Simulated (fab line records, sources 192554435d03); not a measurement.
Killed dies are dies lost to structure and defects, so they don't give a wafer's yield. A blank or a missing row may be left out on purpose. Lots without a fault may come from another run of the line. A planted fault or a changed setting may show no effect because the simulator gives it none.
Chamber matching | flow n5_finfet | N5_FIN_CUT_ETCH_20 on rie_diel-01: 4 sister chambers
The step etches SiARC in CF4, target depth 26 nm, time 43.3 s. 14 wafers are shown with their chamber, then 7 later ones without.

WAFERS WITH THEIR CHAMBER
wafer  | chamber | throttle_valve_pct (%) | showerhead_plenum_p_Torr (Torr) | oes_product_au (a.u.)
L075.2 | 0       | 15.34                  | 2.26                            | 0.81
L075.3 | 3       | 15.61                  | 2.18                            | 0.78
L075.6 | 1       | 15.05                  | 2.18                            | 0.81
L079.1 | 2       | 15.84                  | 2.10                            | 0.58
L079.5 | 1       | 15.06                  | 2.18                            | 0.80
L079.6 | 0       | 15.37                  | 2.26                            | 0.80
L083.4 | 2       | 15.84                  | 2.10                            | 0.58
L083.5 | 2       | 15.85                  | 2.10                            | 0.58
L083.6 | 1       | 15.06                  | 2.18                            | 0.78
L084.2 | 2       | 15.84                  | 2.10                            | 0.57
L084.4 | 1       | 15.09                  | 2.17                            | 0.78
L084.5 | 3       | 15.63                  | 2.17                            | 0.76
L085.1 | 2       | 15.85                  | 2.10                            | 0.58
L085.3 | 0       | 15.38                  | 2.26                            | 0.77

SIGNATURES (means of the wafers above)
reading                  | chamber 0 | chamber 1 | chamber 2 | chamber 3 | scatter within a chamber
throttle_valve_pct       | 15.3633   | 15.0650   | 15.8440   | 15.6200   | 0.0144
showerhead_plenum_p_Torr | 2.2600    | 2.1775    | 2.1000    | 2.1750    | 0.00354
oes_product_au           | 0.7933    | 0.7925    | 0.5780    | 0.7700    | 0.0135
Rule: a wafer's distance from a chamber is the root of the sum, over the readings, of the square of ((its reading less the chamber's mean) divided by the reading's scatter). The wafer belongs to the nearest chamber; if the next one is less than 2 further off, it can't be placed. The scatter: the root of (the sum of the squares of (reading less its chamber's mean) over the shown wafers, divided by (wafers less chambers)).

WAFERS WITHOUT THEIR CHAMBER
wafer  | throttle_valve_pct (%) | showerhead_plenum_p_Torr (Torr) | oes_product_au (a.u.)
L085.6 | 15.09                  | 2.17                            | 0.78
L087.1 | 15.08                  | 2.17                            | 0.77
L087.3 | 15.65                  | 2.17                            | 0.75
L087.6 | 15.64                  | 2.17                            | 0.76
L095.4 | 15.41                  | 2.10                            | 0.81
L095.5 | 15.11                  | 2.17                            | 0.76
L095.6 | 15.43                  | 2.25                            | 0.73

WHICH CHAMBER EACH WENT THROUGH
wafer  | from the rows above | in truth
L085.6 | 1                   | 1
L087.1 | 1                   | 1
L087.3 | 3                   | 3
L087.6 | 3                   | 3
L095.4 | 3                   | 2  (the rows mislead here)
L095.5 | 1                   | 1
L095.6 | 0                   | 0
Placed correctly: 6 of 7. Can't be placed from these rows: 0. Placed wrongly: 1.
